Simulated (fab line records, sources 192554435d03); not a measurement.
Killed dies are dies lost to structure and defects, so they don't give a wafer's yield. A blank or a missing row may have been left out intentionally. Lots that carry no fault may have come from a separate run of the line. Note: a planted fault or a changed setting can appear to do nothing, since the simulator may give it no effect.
Split-lot experiment | flow n5-finfet | 7 lots, 21 wafers read, on a route of 1938 steps

## ON THE SPLIT
At N5_MOL_CONTACT_COAG_COAT_77 (time 60 s, resist thk 10 nm), the setting spin-rpm was moved away from the recipe's 1500 rpm on 5 of the 21 wafers read, by -4.1% to +9.7%. For the rest of the wafers, this setting stayed at what the recipe calls for.

## FROM THE SPLIT TO THE READING: what the file shows between them, 3 steps
- N5_MOL_CONTACT_COAG_COAT_78: resist thk 40 nm
- N5_MOL_CONTACT_COAG_EBR_80
- N5_MOL_CONTACT_COAG_DESCUM_88: chemistry O2, time 7 s

## THE READING
etch.depth-nm (the simulator's own value, which no gauge read), in nm, at N5_MOL_CONTACT_COAG_ETCH_89 (etches underlayer in N2/H2, target depth 13 nm, time 10.4 s). The file does not state a usual value for it. Here, 16 wafers ran the recipe; their average is 10.012 nm with a standard deviation of 0.038 nm.

wafer  | tool, chamber at the split | spin-rpm as run, rpm | against the recipe | etch.depth-nm, nm | against lot-mates on the recipe
L078.3 | litho-track-02, 0          | 1500                 | recipe             | 9.946             | -
L078.4 | litho-track-02, 0          | 1645                 | +9.7%              | 9.499             | -0.461
L078.5 | litho-track-02, 0          | 1500                 | recipe             | 9.974             | -
L080.1 | litho-track-03, 0          | 1500                 | recipe             | 10                | -
L080.3 | litho-track-03, 0          | 1500                 | recipe             | 9.981             | -
L080.6 | litho-track-03, 0          | 1500                 | recipe             | 9.997             | -
L081.1 | litho-track-03, 0          | 1500                 | recipe             | 9.969             | -
L081.2 | litho-track-03, 0          | 1500                 | recipe             | 9.989             | -
L081.3 | litho-track-03, 0          | 1500                 | recipe             | 9.98              | -
L083.2 | litho-track-03, 0          | 1500                 | recipe             | 10.03             | -
L083.3 | litho-track-03, 0          | 1500                 | recipe             | 10.09             | -
L083.5 | litho-track-03, 0          | 1500                 | recipe             | 10.07             | -
L089.2 | litho-track-03, 0          | 1545                 | +3.0%              | 9.904             | -0.146
L089.4 | litho-track-03, 0          | 1500                 | recipe             | 10.05             | -
L089.6 | litho-track-03, 0          | 1500                 | recipe             | 10.05             | -
L090.2 | litho-track-02, 0          | 1438                 | -4.1%              | 10.22             | +0.205
L090.3 | litho-track-02, 0          | 1500                 | recipe             | 10.01             | -
L090.5 | litho-track-02, 0          | 1500                 | recipe             | 10.02             | -
L096.2 | litho-track-03, 0          | 1500                 | recipe             | 10.03             | -
L096.3 | litho-track-03, 0          | 1603                 | +6.9%              | 9.683             | -0.347
L096.4 | litho-track-03, 0          | 1603                 | +6.9%              | 9.699             | -0.331

FIT RESULTS
A straight line over all 21 wafers: etch.depth-nm changes by -0.0496 nm for each +1% of spin-rpm; r = -0.97; the points scatter about the line by 0.038 nm.
The same after taking each lot's own level away (the mean of its wafers on the recipe; 21 wafers): -0.0486 nm for each +1%; r = -1.00; scatter 0.013 nm.
The reading moves by 0.47 nm for the largest change in spin-rpm, on that fit.
The lots' own levels span 9.9600 to 10.0633 nm, that is 2.7 times the standard deviation above.
The two slopes are in agreement: the lot-to-lot level therefore moves the slope only a little.
Check: with one of the wafers moved furthest among these (+9.7%) left out of the fit, the line predicts -0.477 nm for it against its lot-mates. Against them it came out at -0.461 nm.

## OTHER SPLITS ON THESE WAFERS
Note: prior to the reading, these wafers also went through further splits. Each is held against what the fit with the lots' levels taken away leaves over:
other split on the same wafers      | wafers away from the commonest value | r with etch.depth-nm (lot level and that fit taken away)
N5_GATE_CUT_DESCUM_18 time-s        | 5                                    | -0.22
N5_GATE_CUT_CUT_ETCH_54 icp-w       | 10                                   | +0.47
N5_MOL_CONTACT_COAG_PECVD_31 time-s | 9                                    | +0.11

## THE WHOLE CHAIN: every reading that the file lists as answering this split, in the file's order
step                        | what it does                                                | reading                                                                                        | change (the file's fit)                | r (the file's)
N5_MOL_CONTACT_COAG_COAT_77 | time 60 s, resist thk 10 nm                                 | underlayer_of_MOL_CONTACT_COAG_COAT_77.thk-nm (the simulator's own value, which no gauge read) | -0.0562 nm for each +1% of the setting | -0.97
N5_MOL_CONTACT_COAG_ETCH_89 | etches underlayer in N2/H2, target depth 13 nm, time 10.4 s | etch.depth-nm (the simulator's own value, which no gauge read)                                 | -0.0485 nm for each +1% of the setting | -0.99

## THE FILE'S OWN FIT
etch.depth-nm changes by -0.0485 nm for each +1% of spin-rpm, r = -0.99.
